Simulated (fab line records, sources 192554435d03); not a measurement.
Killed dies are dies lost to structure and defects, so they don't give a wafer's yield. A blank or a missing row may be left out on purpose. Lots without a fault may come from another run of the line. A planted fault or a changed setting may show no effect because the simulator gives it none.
Split-lot experiment | flow n5_finfet | 7 lots, 21 wafers read, on a route of 1938 steps

THE SPLIT
At N5_BEOL_M14_TRENCH_ETCH_34 (etches SiO2 in C4F8/O2/Ar, target depth 556.65 nm, time 126.9 s), the setting time_s was moved away from the recipe's 126.9 s on 5 of the 21 wafers read, by -6.6% to +18.9%. The other wafers ran this setting at the recipe's value.

FROM THE SPLIT TO THE READING: what the file shows between them, 1 step
- N5_BEOL_M14_STRIP_70: strips in C4F8/O2/Ar

THE READING
trench_depth_nm, in nm, at N5_BEOL_M14_OCD_MEAS_35. Fault-free wafers of this fab line usually give 560 nm, standard deviation 15 nm.

wafer  | tool, chamber at the split | time_s as run, s | against the recipe | trench_depth_nm, nm | against lot-mates on the recipe
L080.2 | rie_diel-04, 1             | 126.9            | recipe             | 569                 | -
L080.3 | rie_diel-04, 0             | 118.5            | -6.6%              | 493                 | -56
L080.6 | rie_diel-04, 0             | 126.9            | recipe             | 530                 | -
L084.1 | rie_diel-05, 0             | 126.9            | recipe             | 580                 | -
L084.2 | rie_diel-05, 2             | 126.9            | recipe             | 577                 | -
L084.4 | rie_diel-05, 1             | 126.9            | recipe             | 537                 | -
L083.4 | rie_diel-03, 3             | 126.9            | recipe             | 566                 | -
L083.5 | rie_diel-03, 2             | 126.9            | recipe             | 561                 | -
L083.6 | rie_diel-03, 3             | 126.9            | recipe             | 567                 | -
L085.1 | rie_diel-05, 2             | 126.9            | recipe             | 588                 | -
L085.3 | rie_diel-05, 0             | 126.9            | recipe             | 577                 | -
L085.4 | rie_diel-05, 3             | 126.9            | recipe             | 560                 | -
L086.1 | rie_diel-04, 3             | 126.9            | recipe             | 538                 | -
L086.2 | rie_diel-04, 2             | 126.9            | recipe             | 564                 | -
L086.5 | rie_diel-04, 3             | 126.9            | recipe             | 534                 | -
L088.3 | rie_diel-04, 3             | 150.9            | +18.9%             | 641                 | no lot-mate on the recipe
L088.4 | rie_diel-04, 0             | 150.9            | +18.9%             | 654                 | no lot-mate on the recipe
L088.6 | rie_diel-04, 2             | 150.9            | +18.9%             | 675                 | no lot-mate on the recipe
L092.2 | rie_diel-05, 2             | 147.2            | +16.0%             | 670                 | +106
L092.3 | rie_diel-05, 1             | 126.9            | recipe             | 564                 | -
L092.5 | rie_diel-05, 1             | 126.9            | recipe             | 565                 | -

THE FIT
A straight line over all 21 wafers: trench_depth_nm changes by +5.65 nm for each +1% of time_s; r = +0.92; the points scatter about the line by 19 nm.
The same after taking each lot's own level away (the mean of its wafers on the recipe; 18 wafers): +6.91 nm for each +1%; r = +0.91; scatter 14 nm.
On that fit, the largest move of time_s shifts the reading by 1.3e+02 nm.
The lots' own levels span 545.3 to 575.0 nm, that is 2.0 times the standard deviation above.
So the lot-to-lot level changes the slope: the two fits differ.
Check: with one of the wafers moved furthest among these (+16.0%) left out of the fit, the line predicts +137 nm for it against its lot-mates. It came out at +106 nm against them.

OTHER SPLITS ON THESE WAFERS
These wafers also went through other splits before the reading. Each is held against what the fit with the lots' levels taken away leaves over:
other split on the same wafers | wafers away from the commonest value | r with trench_depth_nm (lot level and that fit taken away)
N5_BEOL_M13_ETCH_68 time_s     | 9                                    | +0.15
N5_BEOL_M13_SPUTTER_44 power_w | 9                                    | -0.10
N5_BEOL_M14_ETCH_68 time_s     | 11                                   | +0.18

THE WHOLE CHAIN: every reading that the file lists as answering this split, in the file's order
step                       | what it does                                                    | reading                                                                       | change (the file's fit)              | r (the file's)
N5_BEOL_M14_TRENCH_ETCH_34 | etches SiO2 in C4F8/O2/Ar, target depth 556.65 nm, time 126.9 s | etch.depth_nm (the simulator's own value, which no gauge read)                | +6.94 nm for each +1% of the setting | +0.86
N5_BEOL_M14_OCD_MEAS_35    |                                                                 | trench_depth_nm                                                               | +6.92 nm for each +1% of the setting | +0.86
N5_BEOL_M14_CMP_49         | polishes, stops on SiO2, t overpolish 5.2 s, target thk 560 nm  | Cu_of_BEOL_M14_ECD_47.thk_nm (the simulator's own value, which no gauge read) | +6.77 nm for each +1% of the setting | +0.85

THE FILE'S OWN FIT
trench_depth_nm changes by +6.92 nm for each +1% of time_s, r = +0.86.
